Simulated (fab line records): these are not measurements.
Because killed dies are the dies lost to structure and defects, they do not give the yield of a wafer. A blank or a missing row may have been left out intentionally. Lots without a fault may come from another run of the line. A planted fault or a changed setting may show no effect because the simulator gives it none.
Chamber matching ; flow nand_harc ; NHARC_A_CHANNEL_FILL_D1_ALD_14 on ald_hk-04: 4 sister chambers
The step deposits SiO2, target thk 2.5 nm, pulse time 10 s, ald cycles 25. 4 wafers are shown with their chamber, then 11 later ones without.

## WAFERS WITH THEIR CHAMBER
wafer;chamber;heater_power_outer_w (W)
L090.5;2;237
L089.1;0;277
L089.4;1;243
L092.1;3;203

## WAFERS WHOSE CHAMBER IS MISSING
wafer;heater_power_outer_w (W)
L092.3;238
L092.5;201
L092.2;249
L092.4;276
L092.6;274
L097.1;277
L097.2;210
L097.3;236
L096.2;238
L096.4;207
L096.5;275

## WHICH CHAMBER EACH WENT THROUGH
wafer;from the rows above;in truth
L092.3;can't be placed: 2 or 1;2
L092.5;3;3
L092.2;can't be placed: 1 or 2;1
L092.4;0;0
L092.6;0;0
L097.1;0;0
L097.2;3;3
L097.3;can't be placed: 2 or 1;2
L096.2;can't be placed: 2 or 1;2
L096.4;3;3
L096.5;0;0
Correct placement for 7 of the 11. From these rows, 4 cannot be placed; in 4 the true chamber is one of the candidates. Placed wrongly: 0.
How it was worked out, from the rows above alone: a wafer's distance from a chamber is the root of the sum, over the readings, of the square of ((its reading less the chamber's mean) divided by the reading's scatter). If the next closest chamber is less than 2 further off than the closest, the wafer can't be placed; otherwise it belongs to the closest. A chamber's mean is the mean of its shown wafers. The scatter (one wafer shown for each chamber): square how far every hidden wafer sits from the nearest shown wafer, average those squares and take the square root.
